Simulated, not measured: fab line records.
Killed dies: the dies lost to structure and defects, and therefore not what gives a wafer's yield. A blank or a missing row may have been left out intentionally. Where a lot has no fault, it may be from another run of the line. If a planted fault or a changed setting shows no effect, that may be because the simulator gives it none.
A single fault, viewed from 2 desks | flow nand-harc | each desk has only its own numbers; what lay behind them comes last

## THE DEFECT DESK
Counts from the inspections along the route, per lot, as means over the sampled wafers that have a number. Any lot whose mean is over 4 standard deviations away from the usual mean is out of limits and marked OUT; that distance is given in the brackets.
Columns: A = raw-defect-count at NHARC_A_M0_INSPECT_27, usual 468
lot  | first seen here | A
L845 | day 18 01:40    | 347
L848 | day 18 11:37    | 369
L847 | day 18 11:54    | 710
L849 | day 18 17:40    | 446
L852 | day 19 12:37    | 466
L850 | day 20 04:39    | 476
L859 | day 20 07:21    | 386
L858 | day 20 18:55    | 323
L860 | day 21 03:35    | 454
L866 | day 22 05:04    | 419
L867 | day 22 20:55    | 394
L868 | day 24 03:59    | 594
This desk's finding: nothing out of limits on any of the 12 lots.

## AT THE METROLOGY DESK
What the gauges read, lot by lot, whatever tool the lot ran on: means of the sampled wafers that have a number. Any lot whose mean is over 4 standard deviations away from the usual mean is out of limits and marked OUT; that distance is given in the brackets.
Columns: A = cd-nm at NHARC_A_M1_CD_MEAS_09, usual 120.2 nm
lot  | first seen here | A
L845 | day 18 02:55    | 119.8
L848 | day 18 13:05    | 120.3
L847 | day 18 13:22    | 120.2
L849 | day 18 20:03    | 120.1
L852 | day 19 14:03    | 121.0
L850 | day 20 06:08    | 120.2
L859 | day 20 08:45    | 124.2 (+7.4) OUT
L858 | day 20 20:19    | 123.4 (+5.9) OUT
L860 | day 21 04:52    | 127.4 (+13) OUT
L866 | day 22 06:19    | 120.2
L867 | day 22 22:23    | 119.0
L868 | day 24 06:00    | 120.2
This desk's verdict: out of limits on L858, L859, L860, starting with L859 at day 20 08:45 (cd-nm at NHARC_A_M1_CD_MEAS_09). L845, L848, L847, L849, L852, L850, L866, L867, L868: within limits.

## ALL TOGETHER
Metrology desk: alarm possible at day 20 08:45 on L858, L859, L860.
No out-of-limits result turned up at the defect desk.
The defect desk has L858, L859, L860 on record, within its limits.
Of the lots named, all ran NHARC_A_M1_EXPOSE_06 on arfi-scanner-02.

## WHAT THE SIMULATOR HAD PUT IN
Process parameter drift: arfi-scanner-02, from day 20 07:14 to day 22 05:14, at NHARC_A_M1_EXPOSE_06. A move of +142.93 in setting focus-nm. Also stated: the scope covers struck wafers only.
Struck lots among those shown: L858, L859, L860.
Hours from the fault's start to each desk's first reading out of limits: the metrology desk, 2.
